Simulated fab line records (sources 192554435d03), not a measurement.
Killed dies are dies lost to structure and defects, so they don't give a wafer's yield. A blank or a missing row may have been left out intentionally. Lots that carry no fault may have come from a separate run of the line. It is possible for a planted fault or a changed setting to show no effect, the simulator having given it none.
A lot that was struck, set against a sound lot | flow n5Finfet | 16 out of 1938 route steps
Sound: wafers L175.3, L175.4, L175.6. Wafers L181.1, L181.3 were the ones struck. Last of all comes the cause.
For every step that has rows: the tool of each side, followed by ch and its chambers, followed by its first start. Under that, the readings that differ: sound wafers | struck wafers | difference of the means | sigmas: that difference in standard deviations of wafers without a fault.
alike: a reading whose means differ by less than 2 such deviations, as well as words and numbers matching on both sides. not compared: withheld readings; readings where some wafer has no value; bounds like >300 that might hide an equal value; numbers whose values overlap and for which the record gives no deviation.
The two part at a step that has a row with sigmas, a row that says differs or no value, or rows on one side only. Numbers that have no deviation but don't overlap get no sigmas and don't part them. A reading that every wafer of one side lacks parts them only if that side has two wafers or more.

first, 7 steps without rows for these wafers: N5_BEOL_M2_COAT_76 (time 60 s, resist thk 5 nm); N5_BEOL_M2_COAT_22 (resist thk 30 nm); N5_BEOL_M2_EBR_24; N5_BEOL_M2_SOFTBAKE_23 (time 60 s); N5_BEOL_M2_EXPOSE_25 (exposes mask V1, defocus 5 nm); N5_BEOL_M2_PEB_26 (peb time 60 s); N5_BEOL_M2_DEVELOP_27 (develop time 30 s).
N5_BEOL_M2_CD_MEAS_28: target cd 26.2 nm, target cd y 24.1 nm.
  sound on cdSem-01 ch 0, day 6 20:37; struck on cdSem-01 ch 0, day 8 05:55
  alike: cdNm
N5_BEOL_M2_OVL_MEAS_29:
  sound on overlay-01 ch 0, day 6 20:40; struck on overlay-01 ch 0, day 8 05:57
  alike: V1_OVL
N5_BEOL_M2_INSPECT_30: inspects for defects (brightfield).
  sound on defectInspect-01, day 6 20:43; struck on defectInspect-02, day 8 06:01
  alike: rawDefectCount
N5_BEOL_M2_DESCUM_33: chemistry O2, time 7 s.
  sound on rieDiel-03 ch 1,3, day 6 20:44; struck on rieDiel-03 ch 0,3, day 8 06:04
  alike: drypumpMotorCurrentA, o2FlowSccm, oesProductAu, rfVppV, showerheadPlenumPTorr, throttleValvePct
  not compared: rfHoursCounterH
N5_BEOL_M2_ETCH_77: etches underlayer in N2/H2, target depth 6.5 nm, time 5.2 s.
  sound on rieDiel-03 ch 1,3, day 6 20:47; struck on rieDiel-03 ch 0,3, day 8 06:06
  alike: drypumpMotorCurrentA, etchRfOnTimeS, oesProductAu, rfVppV, showerheadPlenumPTorr, throttleValvePct
  not compared: rfHoursCounterH
N5_BEOL_M2_ETCH_69: etches SiARC in CF4, target depth 15.6 nm, time 26 s.
  sound on rieDiel-03 ch 1,3, day 6 20:47; struck on rieDiel-03 ch 0,3, day 8 06:07
reading           | sound          | struck    | difference | sigmas
etchRfOnTimeS (s) | 24.9 25.6 24.9 | 17.2 16.0 | -8.5       | -11
  alike: drypumpMotorCurrentA, oesProductAu, rfVppV, showerheadPlenumPTorr, throttleValvePct
  not compared: rfHoursCounterH
N5_BEOL_M2_ALD_98: deposits SiO2, target thk 2.5 nm, pulse time 1 s, co reactant pulse time 1 s.
  sound on aldSin-02 ch 1,3, day 6 21:03; struck on aldSin-01 ch 0,2, day 8 06:13
  alike: heaterPowerW, precursorPulseHeightRel
  not compared: sinceWetCleanH
N5_BEOL_M4_RC_MEAS_101:
  sound on prober-01 ch 0, day 8 11:59; struck on prober-01 ch 0, day 9 17:22
  alike: DIBL_N, DIBL_P, IOFF_N, IOFF_P, ION_N, ION_P, SS_N, SS_P, VT_N, VT_P
N5_PASSIVATION_PROBE_49:
  sound wafers here have rows in the record (prober-01, day 13 04:32); struck ones have none

## WHERE THEY PART
First at N5_BEOL_M2_ETCH_69; last, within this record, at N5_PASSIVATION_PROBE_49.

WHY: whatever the simulator had introduced
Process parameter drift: rieDiel-03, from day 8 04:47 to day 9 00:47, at N5_BEOL_M2_ETCH_69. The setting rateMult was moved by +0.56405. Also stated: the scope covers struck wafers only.
